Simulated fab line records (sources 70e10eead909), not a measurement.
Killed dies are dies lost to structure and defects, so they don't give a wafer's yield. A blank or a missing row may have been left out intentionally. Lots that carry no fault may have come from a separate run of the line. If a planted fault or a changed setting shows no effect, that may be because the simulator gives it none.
A lot that was struck, set against a sound lot :: flow nand_harc :: 15 out of 1302 route steps
Sound: wafers L328.1, L328.3, L328.4. Wafers L340.2, L340.4, L340.6 were the ones struck. At the end, the cause is stated.
For every step that has rows: the tool of each side, followed by ch and its chambers, followed by its first start. Under that, the readings that differ: sound wafers :: struck wafers :: difference of the means :: sigmas: that difference in standard deviations of wafers without a fault.
alike: same words and numbers on both sides, and readings whose means sit less than 2 such deviations apart. not compared: any withheld reading, any reading some wafer has no value for, any bound like >300 that may hide the same value, and any number with overlapping values for which the record gives no deviation.
The two part at a step that has a row with sigmas, a row that says differs or no value, or rows on one side only. Non-overlapping numbers with no deviation appear without sigmas and do not part them. A reading that every wafer of one side lacks parts them only if that side has two wafers or more.

NHARC_A_M1_PRE_CLEAN_30: time 30 s.
  sound on pvd_sputter-02; struck on pvd_sputter-02
  alike: heater_power_w
NHARC_A_M1_PVD_20: deposits TaN, target thk 5 nm, time 8.06 s.
  sound on pvd_sputter-02; struck on pvd_sputter-02
  alike: chamber_pressure_pa, throttle_valve_pct
NHARC_A_M1_PVD_21: deposits Cu, target thk 30 nm, time 20.49 s.
  sound on pvd_sputter-02; struck on pvd_sputter-02
  alike: chamber_pressure_pa, throttle_valve_pct
then, 1 step without rows for these wafers: NHARC_A_M1_ECD_22 (material Cu, target thk 400 nm).
NHARC_A_M1_ANNEAL_31: time 90 s.
  sound on rtp_anneal-01 ch 0, day 24 07:14; struck on rtp_anneal-02 ch 0, day 30 07:42
  alike: anneal_temp_c, wafer_temp_C_max
NHARC_A_M1_CMP_23: polishes, t overpolish 20 s, target thk 154.34 nm.
  sound on cmp-02 ch 0,1,2, day 24 07:34; struck on cmp-03 ch 0,3, day 30 08:00
  alike: motor_current_A, time_to_endpoint_s
NHARC_A_M1_THK_MEAS_24: measures by xrf.
  struck on film_metro-02, day 30 08:19; sound on film_metro-01, day 24 07:53
  alike: thk_nm
then, 1 step without rows for these wafers: NHARC_A_M1_SRD_25.
NHARC_A_M1_INSPECT_27:
  struck on defect_inspect-01, day 30 08:28; sound on defect_inspect-01, day 24 08:02
  alike: raw_defect_count
then, 2 steps without rows for these wafers: NHARC_A_M1_PRE_CLEAN_32 (time 12 s); NHARC_A_M1_DEP_33 (deposits SiCN, target thk 30 nm).
NHARC_A_BONDPAD_DEP_00: deposits SiCN, target thk 250 nm.
  sound on pecvd-02 ch 1,2, day 24 08:44; struck on pecvd-03 ch 1,2, day 30 09:15
  no value came back on the struck wafers for chamber_pressure_Torr (Torr), heater_power_outer_w (W), heater_power_w (W); on the sound wafers chamber_pressure_Torr (Torr) reads 2.989 2.991 3.002
then, 2 steps without rows for these wafers: NHARC_A_BONDPAD_CMP_29 (polishes SiCN, target thk 200 nm); NHARC_A_BONDPAD_SRD_31.
NHARC_END_SORT_01:
  at this point the record logs the struck wafers (prober-02 ch 0, day 31 20:22) and has no rows for the sound ones

## WHERE THEY PART
At NHARC_A_BONDPAD_DEP_00 first; at NHARC_END_SORT_01 last (within this record only).

WHY: what the simulator had put in
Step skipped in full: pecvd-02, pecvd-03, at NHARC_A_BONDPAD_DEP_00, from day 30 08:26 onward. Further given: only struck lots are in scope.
